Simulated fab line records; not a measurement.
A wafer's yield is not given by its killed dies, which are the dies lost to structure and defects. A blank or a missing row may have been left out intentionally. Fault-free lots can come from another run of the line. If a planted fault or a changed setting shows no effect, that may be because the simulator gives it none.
Split-lot experiment    flow n5-finfet    21 wafers read across 7 lots, on a route 1938 steps long

== THE SPLIT ==
At N5_MOL_CONTACT_COAG_CONTACT_ETCH_14 (etches SiO2 in C4F6/O2, target depth 27.5 nm, overetch 8.5 nm, time 20 s), the setting source-w was moved away from the recipe's 370 W on 4 of the 21 wafers read, by +12.5% to +17.7%. The other wafers ran this setting at the recipe's value.

The reading comes from the split's own step.

== THE READING ==
rf-vpp-V, in V, at N5_MOL_CONTACT_COAG_CONTACT_ETCH_14 (etches SiO2 in C4F6/O2, target depth 27.5 nm, overetch 8.5 nm, time 20 s). A value of 692 V with a standard deviation of 3.7 V is what fault-free wafers of this fab line usually give.

wafer   tool, chamber at the split  source-w as run, W  against the recipe  rf-vpp-V, V  against lot-mates on the recipe
L077.2  rie-diel-05, 0              416.2               +12.5%              668          -24
L077.4  rie-diel-05, 2              370                 recipe              694          -
L077.5  rie-diel-05, 3              370                 recipe              691          -
L082.1  rie-diel-04, 3              370                 recipe              687          -
L082.2  rie-diel-04, 2              370                 recipe              691          -
L082.4  rie-diel-04, 1              370                 recipe              698          -
L083.2  rie-diel-05, 1              370                 recipe              690          -
L083.4  rie-diel-05, 3              370                 recipe              690          -
L083.5  rie-diel-05, 2              435.6               +17.7%              655          -35
L086.1  rie-diel-03, 0              370                 recipe              690          -
L086.3  rie-diel-03, 2              370                 recipe              691          -
L086.5  rie-diel-03, 1              370                 recipe              696          -
L087.1  rie-diel-05, 3              370                 recipe              690          -
L087.2  rie-diel-05, 2              370                 recipe              693          -
L087.4  rie-diel-05, 1              370                 recipe              690          -
L090.2  rie-diel-04, 2              370                 recipe              692          -
L090.3  rie-diel-04, 0              418.3               +13.1%              669          -23
L090.5  rie-diel-04, 1              418.3               +13.1%              669          -23
L092.1  rie-diel-03, 0              370                 recipe              688          -
L092.2  rie-diel-03, 3              370                 recipe              684          -
L092.4  rie-diel-03, 1              370                 recipe              695          -

FIT RESULTS
A straight line over all 21 wafers: rf-vpp-V changes by -1.87 V for each +1% of source-w; r = -0.96; the points scatter about the line by 3.3 V.
The same after taking each lot's own level away (the mean of its wafers on the recipe; 21 wafers): -1.88 V for each +1%; r = -0.97; scatter 2.9 V.
That fit puts the effect of the largest move of source-w on the reading at 33 V.
The lots' own levels span 689.0 to 692.5 V, that is 0.9 times the standard deviation above.
Consequently the slope shifts little with the lot-to-lot level, the two slopes agreeing.
Check: with one of the wafers moved furthest among these (+17.7%) left out of the fit, the line predicts -32.4 V for it against its lot-mates. It came out at -35 V against them.
Tool readings at the split's step, against how far the setting was moved: rf-vpp-V r = -0.96.

== THE OTHER SPLITS THESE WAFERS WENT THROUGH ==
These wafers also went through other splits before the reading. Each is held against what the fit with the lots' levels taken away leaves over:
other split on the same wafers         wafers away from the commonest value  r with rf-vpp-V (lot level and that fit taken away)
N5_SD_EPI_N_EXPOSE_06 dose-mj          6                                     -0.06
N5_SDB_ETCH_18 source-w                3                                     -0.02
N5_HKMG_FIN_HK_ALD_01 ald-cycles       2                                     -0.32
N5_HKMG_FIN_DEVELOP_48 develop-time-s  8                                     +0.22
N5_HKMG_FIN_COAT_85 spin-rpm           6                                     +0.14

== THE FILE'S OWN FIT ==
rf-vpp-V changes by -1.91 V for each +1% of source-w, r = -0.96.
